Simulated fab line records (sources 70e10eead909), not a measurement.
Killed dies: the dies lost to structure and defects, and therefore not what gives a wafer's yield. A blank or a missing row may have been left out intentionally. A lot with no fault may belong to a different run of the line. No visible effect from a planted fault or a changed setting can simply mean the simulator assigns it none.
fab line records :: flow nand-harc
[record]
  lots = 6
  wafers = 18
  last-day = 24
route steps=1159 shown A_ONON_D1@424 END@1159
lots that met no fault: taken from a fault-free run of the same line
start-h: hours from the record's first day to the start of the lot's first wafer shown :: wait-h: hours elapsed since this lot's preceding step :: " repeats the value in the row above :: L1.1+2: one row covering several wafers at once :: - no value, or no start was given :: * or withheld: withheld :: < > ~ a bound
route shown NAME@n: NAME is a module with steps in the file, n the number in the route of the first one :: usual: mean/standard deviation taken from wafers without a fault :: same: alike in all rows :: chamber/n: place in a boat :: sites: readings site by site :: _std_site: their standard deviation :: _edge_site: inner sites' mean taken away from outer sites' mean :: radius-mm: how far each site lies from the wafer's centre :: mask NAME#n: copy n :: behind: the last tool/chamber to shape the wafer :: hold: why the lot was held/for how many hours/how that ended :: device: the n, p or np transistor that did not switch :: end of line: tests of these same wafers at the route's end :: step lacking rows: just its recipe :: killed: not the wafer's yield, but the dies lost to structure and defects at the first sort :: map: shows each die of a wafer: x if killed, . if not, _ if none is there
set.NAME: the run value of the setting; set.NAME@STEP: its run value at that earlier step :: model.NAME: the simulator's own value behind a step, which no gauge read
lots seen at some steps along the route; tables by step, rows by wafer
services: a tool's chamber out of use, with start hour (start-h, from the record's first day; less than 0 if before it), hours out, and reason
[[steps]]
[step NHARC_A_ONON_D1_DEP_00]
[recipe]
  target-thk-a = 10000
  n2-flow-sccm = 2750
  n2o-flow-sccm = 2000
  nh3-flow-sccm = 500
  sih4-flow-sccm = 210
  temp-c = 400
[step NHARC_A_ONON_D1_THK_MEAS_02]
[recipe]
  thk-meas-gauge = ellipsometry
[usual]
  thk-nm = 1000/9.1
lot.wafer: L705.1
tool: film-metro-01
chamber: -
start-h: 208.02
wait-h: -
thk-nm: 986

lot.wafer: L705.3
tool: film-metro-01
chamber: -
start-h: 208.02
wait-h: -
thk-nm: 986

lot.wafer: L705.5
tool: film-metro-01
chamber: -
start-h: 208.02
wait-h: -
thk-nm: 986

lot.wafer: L707.1
tool: film-metro-01
chamber: -
start-h: 222.74
wait-h: -
thk-nm: 1002

lot.wafer: L707.3
tool: film-metro-01
chamber: -
start-h: 222.74
wait-h: -
thk-nm: 1004

lot.wafer: L707.6
tool: film-metro-01
chamber: -
start-h: 222.74
wait-h: -
thk-nm: 1002

lot.wafer: L716.1
tool: film-metro-02
chamber: -
start-h: 271.80
wait-h: -
thk-nm: 984

lot.wafer: L716.4
tool: film-metro-02
chamber: -
start-h: 271.80
wait-h: -
thk-nm: 984

lot.wafer: L716.5
tool: film-metro-02
chamber: -
start-h: 271.80
wait-h: -
thk-nm: 987

lot.wafer: L717.1
tool: film-metro-02
chamber: -
start-h: 277.88
wait-h: -
thk-nm: 1015

lot.wafer: L717.2
tool: film-metro-02
chamber: -
start-h: 277.88
wait-h: -
thk-nm: 1017

lot.wafer: L717.4
tool: film-metro-02
chamber: -
start-h: 277.88
wait-h: -
thk-nm: 1015

lot.wafer: L718.1
tool: film-metro-01
chamber: -
start-h: 284.06
wait-h: -
thk-nm: 1006

lot.wafer: L718.4
tool: film-metro-01
chamber: -
start-h: 284.06
wait-h: -
thk-nm: 1005

lot.wafer: L718.6
tool: film-metro-01
chamber: -
start-h: 284.06
wait-h: -
thk-nm: 1005

lot.wafer: L719.3
tool: film-metro-01
chamber: -
start-h: 284.34
wait-h: -
thk-nm: 1010

lot.wafer: L719.5
tool: film-metro-01
chamber: -
start-h: 284.34
wait-h: -
thk-nm: 1009

lot.wafer: L719.6
tool: film-metro-01
chamber: -
start-h: 284.34
wait-h: -
thk-nm: 1009
[step NHARC_A_ONON_D1_DEP_03]
[recipe]
  target-thk-a = 10000
  n2-flow-sccm = 2750
  n2o-flow-sccm = 2000
  nh3-flow-sccm = 500
  sih4-flow-sccm = 210
  temp-c = 400
[step NHARC_A_ONON_D1_THK_MEAS_05]
[recipe]
  thk-meas-gauge = ellipsometry
[usual]
  thk-nm = 1002/7.9
lot.wafer: L705.1
tool: film-metro-02
chamber: -
start-h: 208.59
wait-h: -
thk-nm: 1001

lot.wafer: L705.3
tool: film-metro-02
chamber: -
start-h: 208.59
wait-h: -
thk-nm: 1000

lot.wafer: L705.5
tool: film-metro-02
chamber: -
start-h: 208.59
wait-h: -
thk-nm: 999

lot.wafer: L707.1
tool: film-metro-01
chamber: -
start-h: 223.30
wait-h: -
thk-nm: 1004

lot.wafer: L707.3
tool: film-metro-01
chamber: -
start-h: 223.30
wait-h: -
thk-nm: 1004

lot.wafer: L707.6
tool: film-metro-01
chamber: -
start-h: 223.30
wait-h: -
thk-nm: 1003

lot.wafer: L716.1
tool: film-metro-02
chamber: -
start-h: 272.37
wait-h: -
thk-nm: 1014

lot.wafer: L716.4
tool: film-metro-02
chamber: -
start-h: 272.37
wait-h: -
thk-nm: 1014

lot.wafer: L716.5
tool: film-metro-02
chamber: -
start-h: 272.37
wait-h: -
thk-nm: 1015

lot.wafer: L717.1
tool: film-metro-02
chamber: -
start-h: 278.45
wait-h: -
thk-nm: 998

lot.wafer: L717.2
tool: film-metro-02
chamber: -
start-h: 278.45
wait-h: -
thk-nm: 997

lot.wafer: L717.4
tool: film-metro-02
chamber: -
start-h: 278.45
wait-h: -
thk-nm: 996

lot.wafer: L718.1
tool: film-metro-01
chamber: -
start-h: 284.62
wait-h: -
thk-nm: 997

lot.wafer: L718.4
tool: film-metro-01
chamber: -
start-h: 284.62
wait-h: -
thk-nm: 997

lot.wafer: L718.6
tool: film-metro-01
chamber: -
start-h: 284.62
wait-h: -
thk-nm: 998

lot.wafer: L719.3
tool: film-metro-01
chamber: -
start-h: 284.90
wait-h: -
thk-nm: 996

lot.wafer: L719.5
tool: film-metro-01
chamber: -
start-h: 284.90
wait-h: -
thk-nm: 998

lot.wafer: L719.6
tool: film-metro-01
chamber: -
start-h: 284.90
wait-h: -
thk-nm: 996
[step NHARC_A_ONON_D1_DEP_06]
[recipe]
  target-thk-a = 10000
  n2-flow-sccm = 2750
  n2o-flow-sccm = 2000
  nh3-flow-sccm = 500
  sih4-flow-sccm = 210
  temp-c = 400
[step NHARC_A_ONON_D1_THK_MEAS_08]
[recipe]
  thk-meas-gauge = ellipsometry
[usual]
  thk-nm = 998/8.7
lot.wafer: L705.1
tool: film-metro-02
chamber: -
start-h: 209.16
wait-h: -
thk-nm: 973

lot.wafer: L705.3
tool: film-metro-02
chamber: -
start-h: 209.16
wait-h: -
thk-nm: 975

lot.wafer: L705.5
tool: film-metro-02
chamber: -
start-h: 209.16
wait-h: -
thk-nm: 976

lot.wafer: L707.1
tool: film-metro-02
chamber: -
start-h: 223.89
wait-h: -
thk-nm: 991

lot.wafer: L707.3
tool: film-metro-02
chamber: -
start-h: 223.89
wait-h: -
thk-nm: 991

lot.wafer: L707.6
tool: film-metro-02
chamber: -
start-h: 223.89
wait-h: -
thk-nm: 989

lot.wafer: L716.1
tool: film-metro-01
chamber: -
start-h: 272.94
wait-h: -
thk-nm: 997

lot.wafer: L716.4
tool: film-metro-01
chamber: -
start-h: 272.94
wait-h: -
thk-nm: 997

lot.wafer: L716.5
tool: film-metro-01
chamber: -
start-h: 272.94
wait-h: -
thk-nm: 996

lot.wafer: L717.1
tool: film-metro-01
chamber: -
start-h: 279.01
wait-h: -
thk-nm: 996

lot.wafer: L717.2
tool: film-metro-01
chamber: -
start-h: 279.01
wait-h: -
thk-nm: 996

lot.wafer: L717.4
tool: film-metro-01
chamber: -
start-h: 279.01
wait-h: -
thk-nm: 996

lot.wafer: L718.1
tool: film-metro-02
chamber: -
start-h: 285.19
wait-h: -
thk-nm: 1004

lot.wafer: L718.4
tool: film-metro-02
chamber: -
start-h: 285.19
wait-h: -
thk-nm: 1005

lot.wafer: L718.6
tool: film-metro-02
chamber: -
start-h: 285.19
wait-h: -
thk-nm: 1005

lot.wafer: L719.3
tool: film-metro-02
chamber: -
start-h: 285.47
wait-h: -
thk-nm: 1010

lot.wafer: L719.5
tool: film-metro-02
chamber: -
start-h: 285.47
wait-h: -
thk-nm: 1009

lot.wafer: L719.6
tool: film-metro-02
chamber: -
start-h: 285.47
wait-h: -
thk-nm: 1010
[step NHARC_A_ONON_D1_DEP_09]
[recipe]
  target-thk-a = 10000
  n2-flow-sccm = 2750
  n2o-flow-sccm = 2000
  nh3-flow-sccm = 500
  sih4-flow-sccm = 210
  temp-c = 400
[step NHARC_A_ONON_D1_THK_MEAS_11]
[recipe]
  thk-meas-gauge = ellipsometry
[usual]
  thk-nm = 999/9.5
lot.wafer: L705.1
tool: film-metro-02
chamber: -
start-h: 209.72
wait-h: -
thk-nm: 1008

lot.wafer: L705.3
tool: film-metro-02
chamber: -
start-h: 209.72
wait-h: -
thk-nm: 1009

lot.wafer: L705.5
tool: film-metro-02
chamber: -
start-h: 209.72
wait-h: -
thk-nm: 1011

lot.wafer: L707.1
tool: film-metro-01
chamber: -
start-h: 224.46
wait-h: -
thk-nm: 999

lot.wafer: L707.3
tool: film-metro-01
chamber: -
start-h: 224.46
wait-h: -
thk-nm: 1001

lot.wafer: L707.6
tool: film-metro-01
chamber: -
start-h: 224.46
wait-h: -
thk-nm: 999

lot.wafer: L716.1
tool: film-metro-02
chamber: -
start-h: 273.52
wait-h: -
thk-nm: 994

lot.wafer: L716.4
tool: film-metro-02
chamber: -
start-h: 273.52
wait-h: -
thk-nm: 994

lot.wafer: L716.5
tool: film-metro-02
chamber: -
start-h: 273.52
wait-h: -
thk-nm: 994

lot.wafer: L717.1
tool: film-metro-02
chamber: -
start-h: 279.58
wait-h: -
thk-nm: 996

lot.wafer: L717.2
tool: film-metro-02
chamber: -
start-h: 279.58
wait-h: -
thk-nm: 995

lot.wafer: L717.4
tool: film-metro-02
chamber: -
start-h: 279.58
wait-h: -
thk-nm: 992

lot.wafer: L718.1
tool: film-metro-01
chamber: -
start-h: 285.75
wait-h: -
thk-nm: 982

lot.wafer: L718.4
tool: film-metro-01
chamber: -
start-h: 285.75
wait-h: -
thk-nm: 983

lot.wafer: L718.6
tool: film-metro-01
chamber: -
start-h: 285.75
wait-h: -
thk-nm: 984

lot.wafer: L719.3
tool: film-metro-01
chamber: -
start-h: 286.04
wait-h: -
thk-nm: 1010

lot.wafer: L719.5
tool: film-metro-01
chamber: -
start-h: 286.04
wait-h: -
thk-nm: 1010

lot.wafer: L719.6
tool: film-metro-01
chamber: -
start-h: 286.04
wait-h: -
thk-nm: 1009
[step NHARC_A_ONON_D1_DEP_12]
[recipe]
  target-thk-a = 10000
  n2-flow-sccm = 2750
  n2o-flow-sccm = 2000
  nh3-flow-sccm = 500
  sih4-flow-sccm = 210
  temp-c = 400
[step NHARC_A_ONON_D1_THK_MEAS_14]
[recipe]
  thk-meas-gauge = ellipsometry
[usual]
  thk-nm = 1000/8.3
lot.wafer: L705.1
tool: film-metro-01
chamber: -
start-h: 210.30
wait-h: -
thk-nm: 1004

lot.wafer: L705.3
tool: film-metro-01
chamber: -
start-h: 210.30
wait-h: -
thk-nm: 1005

lot.wafer: L705.5
tool: film-metro-01
chamber: -
start-h: 210.30
wait-h: -
thk-nm: 1004

lot.wafer: L707.1
tool: film-metro-02
chamber: -
start-h: 225.05
wait-h: -
thk-nm: 1010

lot.wafer: L707.3
tool: film-metro-02
chamber: -
start-h: 225.05
wait-h: -
thk-nm: 1010

lot.wafer: L707.6
tool: film-metro-02
chamber: -
start-h: 225.05
wait-h: -
thk-nm: 1009

lot.wafer: L716.1
tool: film-metro-01
chamber: -
start-h: 274.09
wait-h: -
thk-nm: 994

lot.wafer: L716.4
tool: film-metro-01
chamber: -
start-h: 274.09
wait-h: -
thk-nm: 996

lot.wafer: L716.5
tool: film-metro-01
chamber: -
start-h: 274.09
wait-h: -
thk-nm: 995

lot.wafer: L717.1
tool: film-metro-02
chamber: -
start-h: 280.14
wait-h: -
thk-nm: 983

lot.wafer: L717.2
tool: film-metro-02
chamber: -
start-h: 280.14
wait-h: -
thk-nm: 982

lot.wafer: L717.4
tool: film-metro-02
chamber: -
start-h: 280.14
wait-h: -
thk-nm: 983

lot.wafer: L718.1
tool: film-metro-01
chamber: -
start-h: 286.35
wait-h: -
thk-nm: 1001

lot.wafer: L718.4
tool: film-metro-01
chamber: -
start-h: 286.35
wait-h: -
thk-nm: 1001

lot.wafer: L718.6
tool: film-metro-01
chamber: -
start-h: 286.35
wait-h: -
thk-nm: 1001

lot.wafer: L719.3
tool: film-metro-02
chamber: -
start-h: 286.61
wait-h: -
thk-nm: 1010

lot.wafer: L719.5
tool: film-metro-02
chamber: -
start-h: 286.61
wait-h: -
thk-nm: 1008

lot.wafer: L719.6
tool: film-metro-02
chamber: -
start-h: 286.61
wait-h: -
thk-nm: 1007
[step NHARC_A_ONON_D1_ANNEAL_15]
[recipe]
  temp-c = 750
  time-s = 3600
[step NHARC_A_ONON_D1_DEP_16]
[recipe]
  target-thk-a = 10000
  n2-flow-sccm = 2750
  n2o-flow-sccm = 2000
  nh3-flow-sccm = 500
  sih4-flow-sccm = 210
  temp-c = 400
lot.wafer: L705.1+3+5
tool: pecvd-onon-03
chamber: 0
start-h: 217.59
wait-h: 0.1

lot.wafer: L707.1+3+6
tool: pecvd-onon-03
chamber: 0
start-h: 231.61
wait-h: 0.1

lot.wafer: L716.1+4+5
tool: pecvd-onon-02
chamber: 0
start-h: 281.77
wait-h: 0.1

lot.wafer: L717.1+2+4
tool: pecvd-onon-03
chamber: 0
start-h: 286.74
wait-h: 0.1

lot.wafer: L718.1+4+6
tool: pecvd-onon-01
chamber: 0
start-h: 292.91
wait-h: 0.1

lot.wafer: L719.3+5+6
tool: pecvd-onon-01
chamber: 0
start-h: 293.38
wait-h: 0.5
[step NHARC_A_ONON_D1_THK_MEAS_18]
[recipe]
  thk-meas-gauge = ellipsometry
[usual]
  thk-nm = 1002/10
lot.wafer: L705.1
tool: film-metro-01
chamber: -
start-h: 218.09
wait-h: -
thk-nm: 1564

lot.wafer: L705.3
tool: film-metro-01
chamber: -
start-h: 218.09
wait-h: -
thk-nm: 1565

lot.wafer: L705.5
tool: film-metro-01
chamber: -
start-h: 218.09
wait-h: -
thk-nm: 1563

lot.wafer: L707.1
tool: film-metro-02
chamber: -
start-h: 232.12
wait-h: -
thk-nm: 1570

lot.wafer: L707.3
tool: film-metro-02
chamber: -
start-h: 232.12
wait-h: -
thk-nm: 1569

lot.wafer: L707.6
tool: film-metro-02
chamber: -
start-h: 232.12
wait-h: -
thk-nm: 1568

lot.wafer: L716.1
tool: film-metro-02
chamber: -
start-h: 282.28
wait-h: -
thk-nm: 995

lot.wafer: L716.4
tool: film-metro-02
chamber: -
start-h: 282.28
wait-h: -
thk-nm: 994

lot.wafer: L716.5
tool: film-metro-02
chamber: -
start-h: 282.28
wait-h: -
thk-nm: 995

lot.wafer: L717.1
tool: film-metro-02
chamber: -
start-h: 287.25
wait-h: -
thk-nm: 1004

lot.wafer: L717.2
tool: film-metro-02
chamber: -
start-h: 287.25
wait-h: -
thk-nm: 1004

lot.wafer: L717.4
tool: film-metro-02
chamber: -
start-h: 287.25
wait-h: -
thk-nm: 1005

lot.wafer: L718.1
tool: film-metro-02
chamber: -
start-h: 293.42
wait-h: -
thk-nm: 1015

lot.wafer: L718.4
tool: film-metro-02
chamber: -
start-h: 293.42
wait-h: -
thk-nm: 1013

lot.wafer: L718.6
tool: film-metro-02
chamber: -
start-h: 293.42
wait-h: -
thk-nm: 1016

lot.wafer: L719.3
tool: film-metro-02
chamber: -
start-h: 293.77
wait-h: -
thk-nm: 993

lot.wafer: L719.5
tool: film-metro-02
chamber: -
start-h: 293.77
wait-h: -
thk-nm: 993

lot.wafer: L719.6
tool: film-metro-02
chamber: -
start-h: 293.77
wait-h: -
thk-nm: 990
[step NHARC_A_ONON_D1_DEP_19]
[recipe]
  target-thk-a = 10000
  n2-flow-sccm = 2750
  n2o-flow-sccm = 2000
  nh3-flow-sccm = 500
  sih4-flow-sccm = 210
  temp-c = 400
[step NHARC_END_SORT_01]
[recipe]
  temp-c = 25
[usual]
  killed-at-array = 26/9.9
  killed-at-other = 0.8/1
  killed-at-periphery = 2.8/2.2
  killed-dies = 29/9.9
  killed-open = 3.2/1.8
  killed-short = 2.1/1.4
[same]
  gross-dies = 677
lot.wafer: L705.1
tool: prober-01
chamber: 0
start-h: 490.28
wait-h: 2.5
killed-at-array: 674
killed-at-other: 0
killed-at-periphery: 3
killed-dies: 677
killed-open: 5
killed-short: 1

lot.wafer: L705.3
tool: prober-01
chamber: 0
start-h: 491.88
wait-h: 3.1
killed-at-array: 674
killed-at-other: 0
killed-at-periphery: 3
killed-dies: 677
killed-open: 6
killed-short: 6

lot.wafer: L705.5
tool: prober-01
chamber: 0
start-h: 493.48
wait-h: 3.7
killed-at-array: 674
killed-at-other: 0
killed-at-periphery: 3
killed-dies: 677
killed-open: 2
killed-short: 0

lot.wafer: L707.1
tool: prober-01
chamber: 0
start-h: 504.34
wait-h: 2.5
killed-at-array: 676
killed-at-other: 0
killed-at-periphery: 1
killed-dies: 677
killed-open: 1
killed-short: 3

lot.wafer: L707.3
tool: prober-01
chamber: 0
start-h: 505.93
wait-h: 3.1
killed-at-array: 674
killed-at-other: 0
killed-at-periphery: 3
killed-dies: 677
killed-open: 2
killed-short: 2

lot.wafer: L707.6
tool: prober-01
chamber: 0
start-h: 508.32
wait-h: 4.0
killed-at-array: 674
killed-at-other: 0
killed-at-periphery: 3
killed-dies: 677
killed-open: 5
killed-short: 3
// killed by level:class
L705.1 A_ONON_D1:area-dep=641 A_CHANNEL_HOLE_D1:chamber-film-flake=12 A_SLIT:chamber-film-flake=9 A_CONTACT:chamber-film-flake=5 A_CONTACT:geometric-particle:open=2 A_STAIRCASE:chamber-film-flake=2 P_GATE:geometric-particle:open=1 P_M0:geometric-particle:open=1
L705.3 A_ONON_D1:area-dep=623 A_CHANNEL_HOLE_D1:chamber-film-flake=17 A_SLIT:chamber-film-flake=16 A_CONTACT:chamber-film-flake=5 A_ONON_D1:geometric-particle:short=2 A_CHANNEL_FILL_D1:geometric-particle:open=2 A_WL_FILL:geometric-particle:open=2 A_M0:geometric-particle:short=2
L705.5 A_ONON_D1:area-dep=641 A_CHANNEL_HOLE_D1:chamber-film-flake=14 A_SLIT:chamber-film-flake=11 A_CONTACT:chamber-film-flake=5 A_STAIRCASE:chamber-film-flake=2 P_GATE:geometric-particle:open=1 A_BLC:geometric-particle:open=1 P_ZERO_WELL:chamber-film-flake=1
L707.1 A_ONON_D1:area-dep=659 A_CHANNEL_HOLE_D1:chamber-film-flake=7 A_STAIRCASE:chamber-film-flake=4 A_CONTACT:chamber-film-flake=2 P_CONTACT:geometric-particle:short=1 A_CHANNEL_FILL_D1:geometric-particle:short=1 A_WL_FILL:geometric-particle:short=1 A_CONTACT:geometric-particle:open=1
L707.3 A_ONON_D1:area-dep=665 A_CHANNEL_HOLE_D1:chamber-film-flake=4 A_CONTACT:chamber-film-flake=2 P_GATE:geometric-particle:open=1 P_CONTACT:geometric-particle:open=1 P_M1:geometric-particle:short=1 A_ONON_D1:geometric-particle:short=1 A_ZERO_WELL:chamber-film-flake=1
L707.6 A_ONON_D1:area-dep=658 A_CHANNEL_HOLE_D1:chamber-film-flake=4 A_CONTACT:chamber-film-flake=4 A_STAIRCASE:chamber-film-flake=3 P_CONTACT:geometric-particle:open=2 P_CONTACT:geometric-particle:short=1 A_CHANNEL_HOLE_D1:geometric-particle:short=1 A_CHANNEL_FILL_D1:geometric-particle:short=1
// map L705.1 (x killed, . not)
____________x____________
_________xxxxxxx_________
_______xxxxxxxxxxx_______
______xxxxxxxxxxxxx______
_____xxxxxxxxxxxxxxx_____
____xxxxxxxxxxxxxxxxx____
____xxxxxxxxxxxxxxxxx____
___xxxxxxxxxxxxxxxxxxx___
___xxxxxxxxxxxxxxxxxxx___
__xxxxxxxxxxxxxxxxxxxxx__
__xxxxxxxxxxxxxxxxxxxxx__
_xxxxxxxxxxxxxxxxxxxxxxx_
_xxxxxxxxxxxxxxxxxxxxxxx_
_xxxxxxxxxxxxxxxxxxxxxxx_
_xxxxxxxxxxxxxxxxxxxxxxx_
_xxxxxxxxxxxxxxxxxxxxxxx_
xxxxxxxxxxxxxxxxxxxxxxxxx
xxxxxxxxxxxxxxxxxxxxxxxxx
xxxxxxxxxxxxxxxxxxxxxxxxx
xxxxxxxxxxxxxxxxxxxxxxxxx
xxxxxxxxxxxxxxxxxxxxxxxxx
_xxxxxxxxxxxxxxxxxxxxxxx_
_xxxxxxxxxxxxxxxxxxxxxxx_
_xxxxxxxxxxxxxxxxxxxxxxx_
_xxxxxxxxxxxxxxxxxxxxxxx_
_xxxxxxxxxxxxxxxxxxxxxxx_
__xxxxxxxxxxxxxxxxxxxxx__
__xxxxxxxxxxxxxxxxxxxxx__
___xxxxxxxxxxxxxxxxxxx___
___xxxxxxxxxxxxxxxxxxx___
____xxxxxxxxxxxxxxxxx____
____xxxxxxxxxxxxxxxxx____
_____xxxxxxxxxxxxxxx_____
______xxxxxxxxxxxxx______
_______xxxxxxxxxxx_______
_________xxxxxxx_________
____________x____________
// map L707.1 (x killed, . not)
____________x____________
_________xxxxxxx_________
_______xxxxxxxxxxx_______
______xxxxxxxxxxxxx______
_____xxxxxxxxxxxxxxx_____
____xxxxxxxxxxxxxxxxx____
____xxxxxxxxxxxxxxxxx____
___xxxxxxxxxxxxxxxxxxx___
___xxxxxxxxxxxxxxxxxxx___
__xxxxxxxxxxxxxxxxxxxxx__
__xxxxxxxxxxxxxxxxxxxxx__
_xxxxxxxxxxxxxxxxxxxxxxx_
_xxxxxxxxxxxxxxxxxxxxxxx_
_xxxxxxxxxxxxxxxxxxxxxxx_
_xxxxxxxxxxxxxxxxxxxxxxx_
_xxxxxxxxxxxxxxxxxxxxxxx_
xxxxxxxxxxxxxxxxxxxxxxxxx
xxxxxxxxxxxxxxxxxxxxxxxxx
xxxxxxxxxxxxxxxxxxxxxxxxx
xxxxxxxxxxxxxxxxxxxxxxxxx
xxxxxxxxxxxxxxxxxxxxxxxxx
_xxxxxxxxxxxxxxxxxxxxxxx_
_xxxxxxxxxxxxxxxxxxxxxxx_
_xxxxxxxxxxxxxxxxxxxxxxx_
_xxxxxxxxxxxxxxxxxxxxxxx_
_xxxxxxxxxxxxxxxxxxxxxxx_
__xxxxxxxxxxxxxxxxxxxxx__
__xxxxxxxxxxxxxxxxxxxxx__
___xxxxxxxxxxxxxxxxxxx___
___xxxxxxxxxxxxxxxxxxx___
____xxxxxxxxxxxxxxxxx____
____xxxxxxxxxxxxxxxxx____
_____xxxxxxxxxxxxxxx_____
______xxxxxxxxxxxxx______
_______xxxxxxxxxxx_______
_________xxxxxxx_________
____________x____________
[[services]]
tool: pecvd-onon-01
chamber: -
start-h: 195.00
hours: 13.0
kind: pm

tool: pecvd-onon-02
chamber: -
start-h: 292.00
hours: 13.0
kind: pm
[[key]]
[first-sign]
  step = NHARC_A_ONON_D1_THK_MEAS_18
  reading = thk-nm
  direction = up
  sigmas = 56
  usual = 1002
  struck = 1567
[effect]
  step = NHARC_END_SORT_01
  reading = killed-at-array
  direction = up
  sigmas = 66
  usual = 26
  struck = 674
[more-kills-born-at]
  NHARC_A_ONON_D1_DEP_16@pecvd-onon-03 = 3887
met-at NHARC_A_ONON_D1_DEP_16
struck-wafers L705.1,L705.3,L705.5,L707.1,L707.3,L707.6
later-rows-left-out L705.1,L705.3,L705.5,L707.1,L707.3,L707.6
tester-left-out L705,L707
[fault]
  kind = process-parameter-drift
  tool = pecvd-onon-03
  chamber = 0
  onset-h = 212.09
  steps = NHARC_A_ONON_D1_DEP_16
  channel = target-thk-a
  offset = *
  shape = step
  end-h = 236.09
  acts-in = *
  stated = *
// tester-left-out: of these lots the tester's yield and bins aren't shown, on N5 and GAA mostly nor the transistor test; their killed dies are dies lost to structure and defects alone, not to doping, threshold or leakage, so they don't give the yield
// later-rows-left-out: the simulator's readings of these wafers behind a module that went badly wrong aren't trusted and aren't shown, but for the sort
